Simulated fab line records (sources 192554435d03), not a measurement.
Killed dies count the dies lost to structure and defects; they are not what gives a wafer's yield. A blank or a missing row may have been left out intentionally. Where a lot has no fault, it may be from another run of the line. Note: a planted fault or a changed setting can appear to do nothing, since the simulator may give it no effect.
fab line records	flow n5_finfet
record: lots: 10	wafers: 30	last_day: 17
route steps=1938 shown BEOL_M9@1405 PASSIVATION@1936
lots that met no fault: from a run of the same line without faults
start_h: hours from the record's first day to the start of the lot's first wafer shown	wait_h: hours since the lot's step before	" unchanged from the row above	L1.1+2: a row that stands for several wafers	- no value, or no start given	* or withheld: withheld	< > ~ a bound
route shown NAME@n: NAME is a module with steps in the file, n the number in the route of the first one	usual: the fault-free wafers' mean and standard deviation	same: alike in all rows	chamber/n: place in a boat	sites: each site's reading	_std_site: how widely they spread, as a standard deviation	_edge_site: outer sites' mean less inner sites'	radius_mm: for every site, how far away it sits from the centre of the wafer	mask NAME#n: copy n	behind: the most recent tool/chamber to have shaped the wafer	hold: why the lot was held/for how many hours/how that ended	device: names the non-switching transistor (n, p or np)	end of line: at the end of the route, the tests of the same wafers	a step with no rows: only its recipe	killed: not the wafer's yield, but the dies lost to structure and defects at the first sort	map: shows each die of a wafer: x if killed, . if not, _ if none is there
set.NAME: setting as actually run; set.NAME@STEP: the setting as run at that earlier step	model.NAME: the simulator's own value behind a step, which no gauge read
route steps across a sampled set of lots; one table per step, one row per wafer
services: from which hour (start_h, from the record's first day; less than 0 if before it) a tool's chamber was out of use, for how many hours, and why
== steps ==
step: N5_BEOL_M9_HM_DEP_02
recipe: material: TiN	target_thk_a: 200	temp_c: 25	chamber_pressure_pa: 0.49996
usual: throttle_valve_pct: 30.1/0.44
lot.wafer	tool	chamber	start_h	wait_h	throttle_valve_pct
L864.1	pvd_sputter-02	-	206.42	1.3	29.6
L864.3	"	-	"	"	30.0
L864.6	"	-	"	"	30.7
L867.3	pvd_sputter-03	-	224.12	0.1	30.3
L867.4	"	-	"	"	29.7
L867.6	"	-	"	"	29.7
L873.1	pvd_sputter-01	-	267.91	0.7	29.8
L873.2	"	-	"	"	29.7
L873.4	"	-	"	"	30.9
L874.1	pvd_sputter-03	-	275.01	1.3	29.8
L874.2	"	-	"	"	30.4
L874.3	"	-	"	"	29.7
L879.3	pvd_sputter-03	-	293.44	1.3	30.4
L879.5	"	-	"	"	29.6
L879.6	"	-	"	"	29.6
L881.2	pvd_sputter-02	-	298.74	1.1	30.2
L881.5	"	-	"	"	29.2
L881.6	"	-	"	"	31.0
L882.1	pvd_sputter-03	-	305.86	2.5	29.7
L882.4	"	-	"	"	29.8
L882.6	"	-	"	"	29.9
L880.2	pvd_sputter-03	-	310.75	3.6	30.9
L880.5	"	-	"	"	29.7
L880.6	"	-	"	"	30.3
L887.1	pvd_sputter-01	-	338.39	1.4	30.0
L887.2	"	-	"	"	30.9
L887.5	"	-	"	"	29.6
L885.1	pvd_sputter-02	-	339.00	1.7	29.8
L885.2	"	-	"	"	30.7
L885.4	"	-	"	"	29.5
step: N5_BEOL_M9_CD_MEAS_11
recipe: target_cd_nm: 64.1	landing_energy_ev: 500	detector: se_inlens	polarity: opening
usual: cd_nm: 64.0/0.54
lot.wafer	tool	chamber	start_h	wait_h	cd_nm
L864.1	cd_sem-01	0	206.79	-	64.7
L864.3	"	0	"	"	65.2
L864.6	"	0	"	"	64.8
L867.3	cd_sem-03	0	224.49	-	63.9
L867.4	"	0	"	"	63.8
L867.6	"	0	"	"	63.3
L873.1	cd_sem-02	0	268.40	-	63.8
L873.2	"	0	"	"	63.4
L873.4	"	0	"	"	64.1
L874.1	cd_sem-02	0	275.38	-	63.7
L874.2	"	0	"	"	63.9
L874.3	"	0	"	"	63.7
L879.3	cd_sem-03	0	293.94	-	64.4
L879.5	"	0	"	"	64.5
L879.6	"	0	"	"	64.5
L881.2	cd_sem-02	0	299.11	-	63.8
L881.5	"	0	"	"	63.5
L881.6	"	0	"	"	63.7
L882.1	cd_sem-02	0	306.23	-	65.1
L882.4	"	0	"	"	64.8
L882.6	"	0	"	"	64.9
L880.2	cd_sem-03	0	311.12	-	63.3
L880.5	"	0	"	"	64.6
L880.6	"	0	"	"	63.7
L887.1	cd_sem-02	0	338.76	-	64.1
L887.2	"	0	"	"	64.0
L887.5	"	0	"	"	64.3
L885.1	cd_sem-03	0	339.49	-	63.1
L885.2	"	0	"	"	63.2
L885.4	"	0	"	"	63.7
step: N5_BEOL_M9_ETCH_62
recipe: chemistry: N2/H2	target: SOC	target_depth_a: 1100	overetch_a: 220	mask_material: SiARC	temp_c: 40	time_s: 165	ion_energy_ev: 200	pressure_mtorr: 30	source_w: 840	bias_w: 150	n2_flow_sccm: 200	h2_flow_sccm: 200
usual: drypump_motor_current_A: 5.8/0.39	oes_product_au: 0.67/0.061	rf_vpp_V: 523.8/1.9	showerhead_plenum_p_Torr: 2.54/0.064	throttle_valve_pct: 17.74/0.25
lot.wafer	tool	chamber	start_h	wait_h	drypump_motor_current_A	oes_product_au	rf_hours_counter_h	rf_vpp_V	showerhead_plenum_p_Torr	throttle_valve_pct
L864.1	rie_diel-01	2	207.19	0.0	5.7	0.70	64	522.6	2.47	17.41
L864.3	"	1	"	"	5.8	0.70	85	524.1	2.57	17.71
L864.6	"	0	"	"	5.6	0.64	-	524.5	2.55	17.86
L867.3	rie_diel-03	1	224.66	0.0	6.2	0.62	166	527.6	2.65	17.88
L867.4	"	3	"	"	6.3	0.74	49	524.6	2.59	17.64
L867.6	"	2	"	"	5.5	0.62	-	524.1	2.54	17.91
L873.1	rie_diel-03	1	268.80	0.0	6.1	0.61	181	525.6	2.64	17.90
L873.2	"	0	"	"	6.2	0.64	152	522.1	2.44	17.54
L873.4	"	1	"	"	6.1	0.61	-	524.8	2.64	17.92
L874.1	rie_diel-01	2	276.09	0.0	5.7	0.68	86	520.4	2.46	17.46
L874.2	"	0	"	"	5.6	0.63	167	522.9	2.54	17.93
L874.3	"	1	"	"	5.7	0.69	105	523.3	2.56	17.76
L879.3	rie_diel-03	0	295.17	0.0	6.2	0.65	165	520.8	2.43	17.59
L879.5	"	2	"	"	5.5	0.61	-	523.9	2.54	17.91
L879.6	"	1	"	"	6.2	0.61	-	525.3	2.64	17.94
L881.2	rie_diel-01	2	300.37	0.0	5.7	0.67	98	522.4	2.45	17.47
L881.5	"	1	"	"	5.7	0.68	-	523.4	2.56	17.76
L881.6	"	0	"	"	5.6	0.63	-	524.6	2.54	17.93
L882.1	rie_diel-05	1	306.41	0.0	6.3	0.66	122	524.9	2.55	18.15
L882.4	"	3	"	"	5.4	0.62	198	522.3	2.51	18.23
L882.6	"	3	"	"	5.4	0.62	-	523.5	2.51	18.22
L880.2	rie_diel-01	3	311.29	0.0	5.1	0.76	42	526.7	2.59	17.57
L880.5	"	3	"	"	5.2	0.76	-	524.4	2.59	17.56
L880.6	"	2	"	"	5.7	0.67	-	520.8	2.45	17.47
L887.1	rie_diel-03	0	339.47	0.0	6.2	0.63	180	520.8	2.43	17.62
L887.2	"	1	"	"	6.2	0.60	210	526.9	2.63	17.95
L887.5	"	2	"	"	5.4	0.60	-	522.7	2.53	17.93
L885.1	rie_diel-03	3	339.82	0.0	6.2	0.69	92	525.3	2.57	17.71
L885.2	"	2	"	"	5.5	0.61	188	523.8	2.53	17.94
L885.4	"	1	"	"	6.2	0.60	210	526.9	2.63	17.97
step: N5_BEOL_M9_STRIP_19
recipe: chemistry: O2	power_w: 400	temp_c: 40	pressure_mtorr: 30	rf_frequency_hz: 6e+07	bias_power_w: 0	overash_fraction: 0.2	o2_flow_sccm: 225
usual: drypump_motor_current_A: 5.7/0.36	oes_product_au: 0.80/0.073	rf_vpp_V: 3.7/0.58	showerhead_plenum_p_Torr: 2.10/0.046	throttle_valve_pct: 16.59/0.23
lot.wafer	tool	chamber	start_h	wait_h	drypump_motor_current_A	oes_product_au	rf_hours_counter_h	rf_vpp_V	showerhead_plenum_p_Torr	throttle_valve_pct
L864.1	rie_diel-01	2	207.72	0.3	5.7	0.84	64	3.4	2.04	16.38
L864.3	"	3	"	"	5.2	0.97	5	2.6	2.14	16.31
L864.6	"	2	"	"	5.7	0.84	-	3.9	2.04	16.39
L867.3	rie_diel-01	3	224.96	0.1	5.1	0.96	10	3.7	2.14	16.31
L867.4	"	2	"	"	5.7	0.84	69	3.5	2.04	16.40
L867.6	"	1	"	"	5.7	0.83	-	3.8	2.13	16.62
L873.1	rie_diel-01	3	269.62	0.6	5.2	0.91	24	3.5	2.13	16.33
L873.2	"	0	"	"	5.6	0.74	164	3.7	2.10	16.73
L873.4	"	2	"	"	5.7	0.81	-	2.8	2.04	16.44
L874.1	rie_diel-01	0	276.52	0.2	5.6	0.74	167	4.0	2.10	16.73
L874.2	"	1	"	"	5.7	0.82	105	2.9	2.12	16.68
L874.3	"	3	"	"	5.2	0.91	27	3.3	2.13	16.33
L879.3	rie_diel-01	1	295.56	0.1	5.7	0.81	114	3.7	2.12	16.67
L879.5	"	1	"	"	5.7	0.79	-	2.8	2.12	16.66
L879.6	"	2	"	"	5.7	0.80	-	4.0	2.03	16.44
L881.2	rie_diel-03	1	300.69	0.1	6.2	0.71	198	3.4	2.17	16.75
L881.5	"	1	"	"	6.1	0.71	-	3.2	2.17	16.74
L881.6	"	2	"	"	5.5	0.72	-	4.4	2.08	16.64
L882.1	rie_diel-01	2	306.70	0.1	5.7	0.78	100	3.4	2.03	16.47
L882.4	"	1	"	"	5.7	0.79	118	3.9	2.12	16.69
L882.6	"	0	"	"	5.6	0.72	-	3.6	2.09	16.75
L880.2	rie_diel-03	3	311.59	0.1	6.3	0.83	84	3.2	2.13	16.59
L880.5	"	0	"	"	6.2	0.73	-	2.4	2.00	16.48
L880.6	"	3	"	"	6.2	0.83	-	3.7	2.13	16.61
L887.1	rie_diel-05	0	339.92	0.2	5.7	0.94	11	3.4	2.07	16.66
L887.2	"	2	"	"	5.0	0.85	61	3.1	2.13	16.17
L887.5	"	0	"	"	5.7	0.94	-	3.9	2.07	16.66
L885.1	rie_diel-05	3	340.21	0.2	5.4	0.71	208	4.2	2.08	17.22
L885.2	"	0	"	"	5.7	0.94	12	4.1	2.07	16.66
L885.4	"	2	"	"	5.0	0.83	61	4.2	2.13	16.18
step: N5_BEOL_M9_CD_MEAS_18
recipe: pitch_nm: 140	target_cd_nm: 70
usual: cd_nm: 69.9/0.58
lot.wafer	tool	chamber	start_h	wait_h	cd_nm
L864.1	cd_sem-03	-	207.79	0.0	70.8
L864.3	"	-	"	"	71.5
L864.6	"	-	"	"	70.9
L867.3	cd_sem-03	-	225.03	0.1	69.5
L867.4	"	-	"	"	69.7
L867.6	"	-	"	"	69.7
L873.1	cd_sem-02	-	269.69	0.0	69.1
L873.2	"	-	"	"	69.4
L873.4	"	-	"	"	70.2
L874.1	cd_sem-02	-	276.59	0.0	70.0
L874.2	"	-	"	"	69.7
L874.3	"	-	"	"	69.3
L879.3	cd_sem-03	-	295.63	0.1	70.4
L879.5	"	-	"	"	70.8
L879.6	"	-	"	"	70.3
L881.2	cd_sem-03	-	300.76	0.1	69.6
L881.5	"	-	"	"	71.8
L881.6	"	-	"	"	71.9
L882.1	cd_sem-01	-	306.77	0.0	71.0
L882.4	"	-	"	"	70.7
L882.6	"	-	"	"	71.0
L880.2	cd_sem-01	-	311.66	0.1	69.6
L880.5	"	-	"	"	72.2
L880.6	"	-	"	"	72.5
L887.1	cd_sem-02	-	339.99	0.0	70.0
L887.2	"	-	"	"	69.5
L887.5	"	-	"	"	70.3
L885.1	cd_sem-01	-	340.28	0.0	68.8
L885.2	"	-	"	"	69.5
L885.4	"	-	"	"	69.4
step: N5_PASSIVATION_PROBE_49
usual: defect_limited_yield: 91.3/1.3	killed_at_M0_to_M3: 33/8.9	killed_at_M4_up: 15/5.4	killed_at_contacts: 13/5.8	killed_at_front_end: 39/9.9	killed_at_other: 3.2/2.9	killed_dies: 102/15	killed_open: 68/12	killed_short: 34/7.6	sort_bin_5_function: 5.1/0.89	sort_bin_6_memory: 3.2/0.63	sort_bin_8_speed: 0.00/0.007	sort_n_pass: 1078/15	sort_yield_pct: 91.3/1.3
same: gross_dies: 1180	killed_at_back_side: 0	sort_bin_4_leakage[%]: 0
lot.wafer	tool	chamber	start_h	wait_h	defect_limited_yield[%]	killed_at_M0_to_M3	killed_at_M4_up	killed_at_contacts	killed_at_front_end	killed_at_other	killed_dies	killed_open	killed_short	sort_bin_5_function[%]	sort_bin_6_memory[%]	sort_bin_8_speed[%]	sort_n_pass	sort_yield_pct[%]
L867.3	prober-02	-	286.52	0.1	92.1	40	16	7	20	10	93	67	26	4.7	3.1	0	1087	92.1
L867.4	prober-02	-	286.57	0.2	90.7	44	18	13	29	6	110	70	38	5.3	3.9	0	1070	90.7
L867.6	prober-02	-	286.67	0.3	93.4	29	12	4	26	7	78	50	27	3.9	2.5	0	1102	93.4
L879.3	prober-02	-	360.31	0.1	89.9	41	12	9	57	0	119	72	46	4.7	5.0	0	1061	89.9
L879.5	prober-02	-	360.41	0.2	91.0	26	22	15	43	0	106	69	37	4.7	3.8	0	1074	91.0
L879.6	prober-02	-	360.46	0.3	90.7	33	8	10	59	0	110	58	52	5.3	3.6	0	1070	90.7
L880.2	prober-02	-	374.12	0.1	91.8	30	16	13	35	3	97	63	33	5.1	3.1	0	1083	91.8
L880.5	prober-02	-	374.27	0.2	91.7	20	13	16	44	5	98	69	28	5.3	2.7	0	1082	91.7
L880.6	prober-02	-	374.32	0.3	90.6	28	14	18	46	5	111	76	32	5.0	4.1	0	1069	90.6
killed by level:class
L867.3 BEOL_M0_SAQP:geometric_particle:open=13 FIN_SAQP:geometric_particle:open=9 BEOL_M0_SAQP:geometric_particle:short=8 BEOL_M2:geometric_particle:open=7 MOL_CONTACT_COAG:geometric_particle:open=6 BEOL_M4:geometric_particle:open=6 PAD_METAL:geometric_particle:open=6 BEOL_M2:geometric_particle:short=4
L867.4 MOL_CONTACT_COAG:geometric_particle:open=11 BEOL_M2:geometric_particle:short=8 BEOL_M0_SAQP:geometric_particle:open=7 BEOL_M2:geometric_particle:open=7 DUMMY_GATE:geometric_particle:open=6 BEOL_M0_SAQP:geometric_particle:short=6 STARTING-WAFER:geometric_particle:open=6 GATE_CUT:geometric_particle:short=5
L867.6 BEOL_M0_SAQP:geometric_particle:short=6 BEOL_M2:geometric_particle:open=6 DUMMY_GATE:geometric_particle:open=5 GATE_CUT:geometric_particle:short=5 BEOL_M0_SAQP:geometric_particle:open=5 BEOL_M3:geometric_particle:open=5 FIN_SAQP:geometric_particle:open=4 MOL_CONTACT_COAG:geometric_particle:open=4
L879.3 FIN_SAQP:geometric_particle:short=13 BEOL_M0_SAQP:geometric_particle:open=13 BEOL_M0_SAQP:geometric_particle:short=11 MOL_CONTACT_COAG:geometric_particle:open=9 STI_FIN_REVEAL:geometric_particle:open=8 GATE_CUT:geometric_particle:short=7 BEOL_M4:geometric_particle:open=7 BEOL_M3:geometric_particle:open=6
L879.5 MOL_CONTACT_COAG:geometric_particle:open=13 FIN_SAQP:geometric_particle:open=8 BEOL_M5:geometric_particle:open=8 FIN_SAQP:geometric_particle:short=7 STI_FIN_REVEAL:geometric_particle:open=7 BEOL_M0_SAQP:geometric_particle:short=7 BEOL_M3:geometric_particle:open=7 GATE_CUT:geometric_particle:short=4
L879.6 FIN_SAQP:geometric_particle:short=21 BEOL_M0_SAQP:geometric_particle:short=12 FIN_SAQP:geometric_particle:open=10 MOL_CONTACT_COAG:geometric_particle:open=9 BEOL_M0_SAQP:geometric_particle:open=8 STARTING-WAFER:geometric_particle:short=6 DUMMY_GATE:geometric_particle:open=5 GATE_CUT:geometric_particle:short=5
L880.2 MOL_CONTACT_COAG:geometric_particle:open=9 BEOL_M0_SAQP:geometric_particle:short=9 STI_FIN_REVEAL:geometric_particle:open=8 BEOL_M4:geometric_particle:open=8 BEOL_M3:geometric_particle:open=8 DUMMY_GATE:geometric_particle:open=7 FIN_SAQP:geometric_particle:short=5 MOL_CONTACT_COAG:geometric_particle:short=4
L880.5 STI_FIN_REVEAL:geometric_particle:open=14 MOL_CONTACT_COAG:geometric_particle:open=13 FIN_SAQP:geometric_particle:open=10 BEOL_M4:geometric_particle:open=8 STI_FIN_REVEAL:geometric_particle:short=6 BEOL_M3:geometric_particle:open=5 FIN_SAQP:geometric_particle:short=4 BEOL_M0_SAQP:geometric_particle:short=4
L880.6 STI_FIN_REVEAL:geometric_particle:open=16 MOL_CONTACT_COAG:geometric_particle:open=13 BEOL_M0_SAQP:geometric_particle:open=9 DUMMY_GATE:geometric_particle:open=7 BEOL_M0_SAQP:geometric_particle:short=6 STARTING-WAFER:geometric_particle:open=5 MOL_CONTACT_COAG:geometric_particle:short=5 BEOL_M3:geometric_particle:open=5
== services ==
tool	chamber	start_h	hours	kind
pvd_sputter-02	-	187.05	3.7	repair
rie_diel-01	-	232.90	2.8	pm
rie_diel-03	2	248.66	32.5	repair
rie_diel-05	-	255.94	4.4	repair
rie_diel-03	3	261.12	1.6	repair
rie_diel-05	0	261.54	-	clean
rie_diel-05	0	261.54	-	consumable_replace:focus_ring
rie_diel-05	0	261.54	20.1	scheduled_down
rie_diel-05	0	261.54	20.1	vent_cycle
rie_diel-05	-	265.35	34.4	repair
pvd_sputter-03	-	338.38	2.8	repair
== key ==
first_sign: step: N5_BEOL_M9_CD_MEAS_18	reading: cd_nm	direction: up	sigmas: 3.6	usual: 69.9	struck: 72.1
effect none on later readings
met_at N5_BEOL_M9_ETCH_62
struck_lots L880,L881
struck_wafers L880.5,L880.6,L881.5,L881.6
not_acting_at N5_BEOL_M9_HM_DEP_02,N5_BEOL_M9_CD_MEAS_11,N5_BEOL_M9_STRIP_19
onset_between 276.09 300.37
fault: kind: process_parameter_drift	tool: rie_diel-01	chamber: -	onset_h: 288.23	steps: N5_BEOL_M9_ETCH_62	channel: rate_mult	offset: 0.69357	shape: step	end_h: 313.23	scope: struck_wafers_only
